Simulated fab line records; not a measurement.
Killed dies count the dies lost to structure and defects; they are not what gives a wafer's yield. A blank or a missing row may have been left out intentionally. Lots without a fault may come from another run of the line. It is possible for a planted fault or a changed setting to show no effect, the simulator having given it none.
The same fault as seen by 2 desks | flow n5_finfet | only its own numbers are on each desk; what lay behind them is given at the end

AT THE TOOL OWNER'S DESK: rie_diel-03
The tool's own readings at N5_SD_EPI_N_ETCH_35 (etches SOC in N2/H2, overetch 108 nm, time 486 s): means of the sampled wafers that have a number, for each lot that ran on this tool. The brackets show how far a lot's mean lies from the usual mean; more than 4 standard deviations puts the lot out of limits, marked OUT.
Columns: A = drypump_motor_current_A at N5_SD_EPI_N_ETCH_35, usual 5.9 A; B = h2_flow_sccm at N5_SD_EPI_N_ETCH_35, usual 199.9 sccm; C = oes_product_au at N5_SD_EPI_N_ETCH_35, usual 0.73 a.u.; D = rf_fwd_power_W at N5_SD_EPI_N_ETCH_35, usual 2997 W; E = rf_vpp_V at N5_SD_EPI_N_ETCH_35, usual 240.5 V; F = showerhead_plenum_p_Torr at N5_SD_EPI_N_ETCH_35, usual 2.53 Torr; G = throttle_valve_pct at N5_SD_EPI_N_ETCH_35, usual 23.79 %
lot  | first seen here | A   | B     | C    | D              | E                | F    | G
L976 | day 4 00:44     | 5.6 | 199.4 | 0.71 | 2995           | 240.6            | 2.51 | 23.85
L978 | day 4 11:41     | 5.7 | 200.2 | 0.77 | 2995           | 241.1            | 2.57 | 23.67
L983 | day 5 23:45     | 5.7 | 199.6 | 0.74 | 2745 (-27) OUT | 248.7 (+5.4) OUT | 2.56 | 23.68
L984 | day 6 10:55     | 5.3 | 199.8 | 0.73 | 2507 (-52) OUT | 257.9 (+12) OUT  | 2.66 | 23.74
This desk's verdict: out of limits on L983, L984, starting with L983 at day 5 23:45 (rf_fwd_power_W at N5_SD_EPI_N_ETCH_35). L976, L978 stayed within limits.

FROM THE METROLOGY DESK
Means of the sampled wafers that have a number, per lot and without regard to the tool the lot ran on: this is what the gauges read. The brackets show how far a lot's mean lies from the usual mean; more than 4 standard deviations puts the lot out of limits, marked OUT. Shown here are 7 of its 10 readings, the ones lying furthest out on some lot.
Columns: A = IOFF_N at N5_BEOL_M4_RC_MEAS_101, usual 0.16 nA/um; B = ION_N at N5_BEOL_M4_RC_MEAS_101, usual 675 uA/um; C = ION_P at N5_BEOL_M4_RC_MEAS_101, usual 464 uA/um; D = SS_N at N5_BEOL_M4_RC_MEAS_101, usual 71.5 mV/dec; E = SS_P at N5_BEOL_M4_RC_MEAS_101, usual 73.3 mV/dec; F = VT_N at N5_BEOL_M4_RC_MEAS_101, usual 250 mV; G = VT_P at N5_BEOL_M4_RC_MEAS_101, usual -250 mV
lot  | first seen here | A    | B   | C   | D    | E    | F   | G
L976 | day 8 18:02     | 0.14 | 662 | 455 | 71.4 | 72.9 | 253 | -253
L978 | day 9 06:25     | 0.19 | 694 | 474 | 71.8 | 74.4 | 247 | -247
L980 | day 9 10:14     | 0.12 | 668 | 463 | 71.4 | 72.3 | 255 | -250
L986 | day 12 21:15    | 0.16 | 681 | 465 | 72.3 | 73.1 | 250 | -249
L992 | day 13 01:41    | 0.16 | 686 | 462 | 71.5 | 73.2 | 247 | -254
L988 | day 13 07:18    | 0.17 | 692 | 477 | 71.5 | 73.7 | 248 | -249
L983 | day 13 07:37    | 0.16 | 678 | 461 | 71.6 | 73.2 | 250 | -250
L984 | day 14 15:07    | 0.16 | 681 | 468 | 71.7 | 72.9 | 247 | -249
This desk found nothing out of limits on any of the 8 lots.

TAKEN TOGETHER
The tool owner's desk could have raised an alarm at day 5 23:45, on L983, L984.
The metrology desk saw nothing out of limits.
The metrology desk has L983, L984 on record, within its limits.
On rie_diel-03, each named lot ran N5_SD_EPI_N_ETCH_35.

WHAT HAD BEEN PUT IN BY THE SIMULATOR
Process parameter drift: rie_diel-03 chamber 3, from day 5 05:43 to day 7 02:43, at N5_SD_EPI_N_ETCH_35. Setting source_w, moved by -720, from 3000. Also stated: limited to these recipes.
Shown lots that were struck: L983, L984.
Each desk's first reading out of limits, in hours after the fault started: the tool owner's desk, 18.
